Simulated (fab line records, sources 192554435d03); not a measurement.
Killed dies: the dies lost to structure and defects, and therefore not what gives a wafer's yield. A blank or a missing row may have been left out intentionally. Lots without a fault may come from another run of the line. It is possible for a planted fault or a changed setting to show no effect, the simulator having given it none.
Split-lot experiment    flow n5 finfet    21 wafers read across 7 lots, on a route 1938 steps long

THE SPLIT ITSELF
At N5_ZERO_LAYER_EXPOSE_08 (exposes mask ZERO, defocus 0 nm, target cd 2000 nm), the setting dose mj was moved away from the recipe's 16.2 on 11 of the 21 wafers read, by -5.2% to +6.2%. The other wafers ran this setting at the recipe's value.

FROM THE SPLIT TO THE READING: what the file shows between them, 3 steps
- N5_ZERO_LAYER_PEB_09
- N5_ZERO_LAYER_DEVELOP_10: develop time 60 s
- N5_ZERO_LAYER_HARDBAKE_23: time 120 s

THE READING
cd nm at N5_ZERO_LAYER_CD_MEAS_11, given in nm (cd target 2000 nm). A value of 2000.2 nm with a standard deviation of 2.7 nm is what fault-free wafers of this fab line usually give.

wafer   tool, chamber at the split  dose mj as run  against the recipe  cd nm, nm  against lot-mates on the recipe
L074.1  krf scanner-01, 0           16.2            recipe              1996.1     -
L074.3  krf scanner-01, 0           16.2            recipe              1997.3     -
L074.5  krf scanner-01, 0           17.07           +5.4%               2005.5     +8.8
L076.1  krf scanner-01, 0           16.2            recipe              2003.1     -
L076.4  krf scanner-01, 0           17.13           +5.7%               2014.2     +10.9
L076.5  krf scanner-01, 0           16.2            recipe              2003.5     -
L077.1  krf scanner-02, 0           15.35           -5.2%               1986.9     no lot-mate on the recipe
L077.4  krf scanner-02, 0           15.35           -5.2%               1986.8     no lot-mate on the recipe
L077.5  krf scanner-02, 0           15.35           -5.2%               1985.4     no lot-mate on the recipe
L080.1  krf scanner-02, 0           16.2            recipe              1996.4     -
L080.2  krf scanner-02, 0           16.2            recipe              1999.6     -
L080.6  krf scanner-02, 0           16.2            recipe              2002.6     -
L082.1  krf scanner-01, 0           16.2            recipe              1998.0     -
L082.4  krf scanner-01, 0           15.61           -3.6%               1990.0     -8.0
L082.6  krf scanner-01, 0           15.61           -3.6%               1992.0     -6.0
L083.4  krf scanner-02, 0           16.2            recipe              1999.1     -
L083.5  krf scanner-02, 0           16.85           +4.0%               2004.3     +5.2
L083.6  krf scanner-02, 0           16.85           +4.0%               2005.5     +6.4
L086.3  krf scanner-01, 0           17.2            +6.2%               2010.8     +14.2
L086.4  krf scanner-01, 0           16.2            recipe              1996.6     -
L086.5  krf scanner-01, 0           17.2            +6.2%               2007.4     +10.8

THE FIT
A straight line over all 21 wafers: cd nm changes by +2 nm for each +1% of dose mj; r = +0.94; the points scatter about the line by 2.7 nm.
The same after taking each lot's own level away (the mean of its wafers on the recipe; 18 wafers): +1.86 nm for each +1%; r = +0.97; scatter 1.5 nm.
That fit puts the effect of the largest move of dose mj on the reading at 11 nm.
Across the lots, their own levels run from 1996.60 to 2003.30 nm, a range of 2.5 times the standard deviation given above.
Hence the lot-to-lot level has little effect on the slope; both slopes agree.
Check: with one of the wafers moved furthest among these (+6.2%) left out of the fit, the line predicts +10.6 nm for it against its lot-mates. Against them it came out at +14.2 nm.

THE WHOLE CHAIN: every reading that the file lists as answering this split, in the file's order
step                      what it does                                          reading                                                            change (the file's fit)               r (the file's)
N5_ZERO_LAYER_CD_MEAS_11  target cd 2000 nm                                     cd nm                                                              +1.83 nm for each +1% of the setting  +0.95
N5_ZERO_LAYER_DESCUM_16   chemistry O2, time 7.9 s                              ZERO_LAYER.cd nm (the simulator's own value, which no gauge read)  +1.85 nm for each +1% of the setting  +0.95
N5_ZERO_LAYER_ETCH_18     etches Si in HBr/Cl2, target depth 120 nm, time 40 s  ZERO_LAYER.cd nm (the simulator's own value, which no gauge read)  +1.84 nm for each +1% of the setting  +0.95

FILE'S OWN FIT
cd nm changes by +1.83 nm for each +1% of dose mj, r = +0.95.
